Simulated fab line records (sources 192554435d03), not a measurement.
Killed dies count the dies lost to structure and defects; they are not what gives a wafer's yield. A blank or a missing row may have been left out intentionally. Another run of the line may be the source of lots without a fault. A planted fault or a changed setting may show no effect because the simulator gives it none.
Split-lot study + flow n5 finfet + on a route of 1938 steps: 7 lots, 39 wafers read

THE SPLIT
At N5_BEOL_M3_CVD_47 (deposits Co from CCTBA/H2, target thk 3 nm, time 223.8 s), the setting target thk a was moved away from the recipe's 30 angstrom on 9 of the 39 wafers read, by -55.2% to +31.0%. All remaining wafers had this setting at the recipe value.

Reading taken at the split's own step.

THE READING
Co_of_BEOL_M3_CVD_47.thk nm (the simulator's own value, which no gauge read), in nm, at N5_BEOL_M3_CVD_47 (deposits Co from CCTBA/H2, target thk 3 nm, time 223.8 s). There is no usual value for it anywhere in the file. The 30 wafers here that ran the recipe average 3.0 nm, standard deviation 0.11 nm.

| wafer  | tool, chamber at the split | target thk a as run, angstrom | against the recipe | Co_of_BEOL_M3_CVD_47.thk nm, nm | against lot-mates on the recipe |
|--------|----------------------------|-------------------------------|--------------------|---------------------------------|---------------------------------|
| L075.1 | cvd co-01, 1               | 36.03                         | +20.1%             | 3.4                             | +0.4                            |
| L075.5 | cvd co-01, 1               | 36.03                         | +20.1%             | 3.4                             | +0.4                            |
| L075.2 | cvd co-01, 0               | 30                            | recipe             | 3                               | -                               |
| L075.3 | cvd co-01, 0               | 30                            | recipe             | 3                               | -                               |
| L075.6 | cvd co-01, 0               | 30                            | recipe             | 3                               | -                               |
| L075.4 | cvd co-01, 1               | 36.03                         | +20.1%             | 3.6                             | +0.6                            |
| L084.1 | cvd co-01, 2,1,1           | 30                            | recipe             | 2.8                             | -                               |
| L084.3 | cvd co-01, 2,1,1           | 30                            | recipe             | 2.8                             | -                               |
| L084.4 | cvd co-01, 2,1,1           | 30                            | recipe             | 2.8                             | -                               |
| L084.2 | cvd co-01, 0,2,0           | 30                            | recipe             | 3                               | -                               |
| L084.5 | cvd co-01, 0,2,0           | 30                            | recipe             | 3                               | -                               |
| L084.6 | cvd co-01, 0,2,0           | 30                            | recipe             | 3                               | -                               |
| L085.1 | cvd co-02, 2,1,0,2         | 30                            | recipe             | 3                               | -                               |
| L085.2 | cvd co-02, 2,1,0,2         | 30                            | recipe             | 3                               | -                               |
| L085.3 | cvd co-02, 2,1,0,2         | 30                            | recipe             | 3                               | -                               |
| L085.4 | cvd co-02, 2,1,0,2         | 30                            | recipe             | 3                               | -                               |
| L085.5 | cvd co-02, 0,1             | 30                            | recipe             | 2.8                             | -                               |
| L085.6 | cvd co-02, 0,1             | 30                            | recipe             | 2.8                             | -                               |
| L088.1 | cvd co-01, 1,0,2,1,0       | 30                            | recipe             | 3                               | -                               |
| L088.2 | cvd co-01, 1,0,2,1,0       | 30                            | recipe             | 3                               | -                               |
| L088.3 | cvd co-01, 1,0,2,1,0       | 30                            | recipe             | 3                               | -                               |
| L088.4 | cvd co-01, 1,0,2,1,0       | 30                            | recipe             | 3                               | -                               |
| L088.5 | cvd co-01, 1,0,2,1,0       | 30                            | recipe             | 3                               | -                               |
| L088.6 | cvd co-01, 2               | 30                            | recipe             | 3.2                             | -                               |
| L089.1 | cvd co-01, 2               | 30                            | recipe             | 2.8                             | -                               |
| L089.4 | cvd co-01, 2,0             | 30                            | recipe             | 3                               | -                               |
| L089.5 | cvd co-01, 2,0             | 30                            | recipe             | 3                               | -                               |
| L090.1 | cvd co-02, 0               | 13.43                         | -55.2%             | 1.2                             | -1.9                            |
| L090.4 | cvd co-02, 0               | 13.43                         | -55.2%             | 1.2                             | -1.9                            |
| L090.2 | cvd co-02, 2               | 30                            | recipe             | 3.2                             | -                               |
| L090.3 | cvd co-02, 1,2             | 30                            | recipe             | 3                               | -                               |
| L090.6 | cvd co-02, 1,2             | 30                            | recipe             | 3                               | -                               |
| L090.5 | cvd co-02, 1               | 13.43                         | -55.2%             | 1.4                             | -1.7                            |
| L092.1 | cvd co-02, 1,0             | 30                            | recipe             | 3                               | -                               |
| L092.6 | cvd co-02, 1,0             | 30                            | recipe             | 3                               | -                               |
| L092.2 | cvd co-02, 0               | 39.29                         | +31.0%             | 4                               | +0.9                            |
| L092.3 | cvd co-02, 2               | 30                            | recipe             | 3.2                             | -                               |
| L092.4 | cvd co-02, 1,2             | 39.29                         | +31.0%             | 3.8                             | +0.7                            |
| L092.5 | cvd co-02, 1,2             | 39.29                         | +31.0%             | 3.8                             | +0.7                            |
The file does not say which wafer passed through which chamber wherever a row lists several chambers: such a row stands for several wafers.

FIT RESULTS
A straight line over all 39 wafers: Co_of_BEOL_M3_CVD_47.thk nm changes by +0.0299 nm for each +1% of target thk a; r = +0.98; the points scatter about the line by 0.11 nm.
The same after taking each lot's own level away (the mean of its wafers on the recipe; 39 wafers): +0.0302 nm for each +1%; r = +0.98; scatter 0.11 nm.
On that fit, the largest move of target thk a shifts the reading by 1.7 nm.
The span of the lots' own levels, 2.90 to 3.07 nm, comes to 1.5 times the standard deviation stated above.
The two slopes agree, so the slope changes little with the lot-to-lot level.
Check: for one of the wafers moved furthest among these (-55.2%), held out of the fit, the line's prediction against its lot-mates is -1.65 nm. Against them it came out at -1.87 nm.

OTHER SPLITS ON THESE WAFERS
Other splits were also applied to these wafers ahead of the reading. Each is held against what the fit with the lots' levels taken away leaves over:
| other split on the same wafers          | wafers away from the commonest value | r with Co_of_BEOL_M3_CVD_47.thk nm (lot level and that fit taken away) |
|-----------------------------------------|--------------------------------------|------------------------------------------------------------------------|
| N5_FIN_SAQP_HM_DEP_03 time s            | 15                                   | +0.22                                                                  |
| N5_HKMG_FIN_NWFM_ALD_20 ald cycles      | 18                                   | -0.06                                                                  |
| N5_MOL_CONTACT_COAG_ETCHBACK_135 time s | 9                                    | -0.07                                                                  |
| N5_BEOL_M1_ETCH_64 time s               | 18                                   | +0.01                                                                  |

FILE'S OWN FIT
Co_of_BEOL_M3_CVD_47.thk nm changes by +0.0303 nm for each +1% of target thk a, r = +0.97.
